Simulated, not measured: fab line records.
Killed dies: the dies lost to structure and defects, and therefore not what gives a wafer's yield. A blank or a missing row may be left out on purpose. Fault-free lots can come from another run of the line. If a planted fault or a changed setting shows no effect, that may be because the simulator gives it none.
8D (eight disciplines) problem report, filled in by code || flow n5Finfet || the parts of the form that need people (team, actions taken, sign-off) are left out

== 1. WHAT IS WRONG ==
N5_BEOL_M1_VIA_ETCH_34, biasW: mean 190.6 W over 1 wafer from 1 lot; wafers with no fault: 170.0 W, standard deviation 0.47. Measured from the usual mean, that is +44 standard deviations.
The step: etches the open film in C4F6/O2, target depth 67.8 nm, time 64.4 s.
First seen on wafer L930.5, day 10 19:43, on rieDiel-05. At this step, 24 wafers from 8 lots have a number in the record. The rule behind "out" and "out of limits": a value lying over 4 standard deviations away from the usual mean. Any other wafer with a number is counted as sound.

== 2. WHAT IT IS, WHAT IT ISN'T ==
{"question": "which readings at this step", "is": "biasW", "is not": "drypumpMotorCurrentA, oesProductAu, rfFwdPowerW, showerheadPlenumPTorr, throttleValvePct"}
{"question": "which lots", "is": "L930", "is not": "L916, L917, L918, L923, L933, L934, L935"}
{"question": "which wafers of those lots", "is": "L930.5", "is not": "L930.2, L930.6"}
{"question": "read on which tools", "is": "rieDiel-05", "is not": "rieDiel-03, rieDiel-06"}
{"question": "when", "is": "from day 10 19:43", "is not": "up to then (14 sound wafers); but 9 sound wafers of L933, L934, L935 came after"}

== 3. THE SUSPECTS, EACH WITH WHAT RULES IT OUT ==
Counting: any tool at a process step up to the reading remains a suspect provided it ran every lot that is out. Sound lots after the first of them don't rule it out here, since some wafers of a struck lot are sound.
- rieDiel-05 at N5_BEOL_M1_STRIP_66 (strips in CF4): kept. It ran the lot that is out, L930 (day 10 16:58); its last sound lot up to then is L916 (day 6 23:40).
- rieDiel-06 at N5_BEOL_M1_STRIP_19 (strips in O2): kept. It ran the lot that is out, L930 (day 10 17:08); its last sound lot up to then is L923 (day 8 20:30).
- rieDiel-03 at N5_BEOL_M1_ETCH_77 (etches underlayer in N2/H2, target depth 6.5 nm, time 5.2 s): kept. It ran the lot that is out, L930 (day 10 17:48); its last sound lot up to then is L916 (day 7 00:26).
- rieDiel-05 at N5_BEOL_M1_VIA_ETCH_34 (etches the open film in C4F6/O2, target depth 67.8 nm, time 64.4 s): kept. It ran the lot that is out, L930 (day 10 19:43); its last sound lot up to then is L917 (day 7 19:43). Out on those wafers are its own readings of biasW.
- In rieDiel-06 at N5_BEOL_M1_STRIP_19, the wafers that are out were processed in chamber 0 and their sound lot-mates in chambers 1, 3.
- In rieDiel-05 at N5_BEOL_M1_VIA_ETCH_34, the wafers that are out were processed in chamber 0 and their sound lot-mates in chambers 2, 3.
Left after counting: rieDiel-05 at N5_BEOL_M1_STRIP_66, rieDiel-06 at N5_BEOL_M1_STRIP_19, rieDiel-03 at N5_BEOL_M1_ETCH_77, rieDiel-05 at N5_BEOL_M1_VIA_ETCH_34.

== 4. THE CAUSE (what the simulator had put in) ==
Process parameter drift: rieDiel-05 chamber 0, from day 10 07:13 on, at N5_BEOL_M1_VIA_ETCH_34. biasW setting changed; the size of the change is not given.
After counting, 4 suspects remain, this tool included.

== 5. THE CHAIN OF EFFECTS, in route order ==
Each row: a reading where the mean over the struck wafers with a number is more than 3 standard deviations away from the usual. Only readings whose record carries a usual standard deviation are examined. hours: median over the lots of the time between each lot's start at the first step of this table that gives one and its start at this step. sigmas: the change, counted in usual standard deviations.
{"hours": 0, "step": "N5_BEOL_M1_VIA_ETCH_34", "reading": "biasW", "usual": "170.0 W", "on struck wafers": 190.6, "change": "+20.6", "sigmas": "+44"}
{"hours": 0, "step": "N5_BEOL_M1_VIA_ETCH_34", "reading": "rfVppV", "usual": "665 V", "on struck wafers": 714, "change": "+49", "sigmas": "+3.5"}
It contains these process steps:
- N5_BEOL_M1_VIA_ETCH_34: etches the open film in C4F6/O2, target depth 67.8 nm, time 64.4 s.
Later steps that measure or inspect, where all struck wafers having a row at the step show a number for every such reading and not one has moved that far: N5_BEOL_M4_RC_MEAS_101.

== 6. WHAT WOULD HAVE CAUGHT IT SOONER ==
In this record the first reading out of limits was taken at day 10 19:43, 12 hours after the fault began at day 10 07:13.
